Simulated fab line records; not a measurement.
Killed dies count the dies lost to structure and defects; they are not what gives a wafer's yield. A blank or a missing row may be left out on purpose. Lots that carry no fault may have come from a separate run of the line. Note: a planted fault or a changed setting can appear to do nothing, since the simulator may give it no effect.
Chamber matching | flow n5Finfet | N5_FIN_SAQP_ETCH_65 on rieSi-03: 4 sister chambers
The step etches SiO2 in CF4, target depth 4 nm, time 4.4 s. 8 wafers are shown with their chamber, then 12 later ones without.

## WAFERS PAIRED WITH THEIR CHAMBERS
wafer  | chamber | drypumpMotorCurrentA (A) | throttleValvePct (%)
L091.4 | 2       | 5.9                      | 22.13
L091.6 | 3       | 5.8                      | 21.94
L092.2 | 1       | 5.4                      | 21.89
L092.4 | 0       | 4.9                      | 22.02
L092.6 | 2       | 5.8                      | 22.09
L093.2 | 3       | 5.8                      | 21.94
L093.3 | 1       | 5.4                      | 21.92
L093.4 | 0       | 4.9                      | 22.02

## WAFERS WITHOUT THEIR CHAMBER
wafer  | drypumpMotorCurrentA (A) | throttleValvePct (%)
L094.1 | 5.8                      | 22.13
L094.2 | 5.8                      | 21.94
L094.3 | 4.9                      | 22.02
L094.4 | 5.4                      | 21.92
L094.5 | 5.8                      | 21.94
L094.6 | 4.9                      | 22.03
L097.1 | 4.9                      | 22.02
L097.2 | 5.8                      | 22.11
L097.3 | 5.8                      | 21.96
L097.4 | 5.4                      | 21.89
L097.5 | 5.8                      | 22.13
L097.6 | 5.4                      | 21.91

## CHAMBER TAKEN BY EACH
wafer  | from the rows above | in truth
L094.1 | 2                   | 2
L094.2 | 3                   | 3
L094.3 | 0                   | 0
L094.4 | 1                   | 1
L094.5 | 3                   | 3
L094.6 | 0                   | 0
L097.1 | 0                   | 0
L097.2 | 2                   | 2
L097.3 | 3                   | 3
L097.4 | 1                   | 1
L097.5 | 2                   | 2
L097.6 | 1                   | 1
Placed correctly: 12 of 12. Can't be placed from these rows: 0. Wrongly placed: 0.
How it was worked out, from the rows above alone: a wafer's distance from a chamber is the root of the sum, over the readings, of the square of ((its reading less the chamber's mean) divided by the reading's scatter). The wafer belongs to the nearest chamber; if the next one is less than 2 further off, it can't be placed. For every chamber, the mean is computed from those of its wafers that are shown. The scatter: the root of (the sum of the squares of (reading less its chamber's mean) over the shown wafers, divided by (wafers less chambers)).
